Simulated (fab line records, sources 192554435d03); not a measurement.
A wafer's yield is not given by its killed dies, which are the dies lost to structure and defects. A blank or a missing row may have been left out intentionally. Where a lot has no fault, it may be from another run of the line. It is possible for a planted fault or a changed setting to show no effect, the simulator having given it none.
Chamber matching ; flow n5_finfet ; ald_hk-01 running N5_HKMG_FIN_ALD_74: 4 sister chambers
The step deposits La2O3, target thk 0.5 nm, pulse time 6 s, co reactant pulse time 1 s. 16 wafers are shown with their chamber, then 8 later ones without.

== WAFERS PAIRED WITH THEIR CHAMBERS ==
wafer;chamber;heater_power_outer_w (W);heater_power_w (W);susceptor_temp_C (C)
L077.1;1;164;301;249.64
L077.2;0;214;385;249.81
L077.6;0;217;386;250.16
L078.3;1;162;305;249.93
L078.5;2;204;364;250.26
L078.6;3;195;350;249.96
L084.1;1;162;297;249.86
L084.4;3;197;348;249.86
L084.6;2;204;359;250.06
L085.2;0;214;380;250.23
L085.3;1;166;294;249.93
L085.4;2;203;356;249.93
L090.2;2;202;370;249.90
L090.4;1;163;304;249.97
L090.6;0;223;387;249.98
L093.2;3;191;346;249.90

SIGNATURES, as means of the wafers listed above
reading;chamber 0;chamber 1;chamber 2;chamber 3;scatter within a chamber
heater_power_outer_w;217.00;163.40;203.25;194.33;2.69
heater_power_w;384.50;300.20;362.25;348.00;4.44
susceptor_temp_C;250.0450;249.8660;250.0375;249.9067;0.148
Rule: distance of a wafer from a chamber = root of the sum over the readings of ((wafer's reading minus chamber's mean) / reading's scatter) squared. If the next closest chamber is less than 2 further off than the closest, the wafer can't be placed; otherwise it belongs to the closest. The scatter is the square root of a quotient: the sum, over the shown wafers, of each reading's squared deviation from its chamber's mean, divided by wafers minus chambers.

== WAFERS MISSING THEIR CHAMBER ==
wafer;heater_power_outer_w (W);heater_power_w (W);susceptor_temp_C (C)
L093.4;204;365;250.07
L093.5;212;388;249.86
L094.3;218;378;250.07
L094.4;193;351;249.98
L094.5;195;348;249.92
L097.2;196;358;249.97
L097.3;163;297;250.12
L097.5;216;376;249.85

== THE CHAMBER EACH PASSED THROUGH ==
wafer;from the rows above;in truth
L093.4;2;2
L093.5;0;0
L094.3;0;0
L094.4;3;3
L094.5;3;3
L097.2;can't be placed: 3 or 2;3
L097.3;1;1
L097.5;0;0
7 of 8 placed correctly. Unplaceable from these rows: 1, with the true chamber sitting among the candidates in 1. Number placed wrongly: 0.
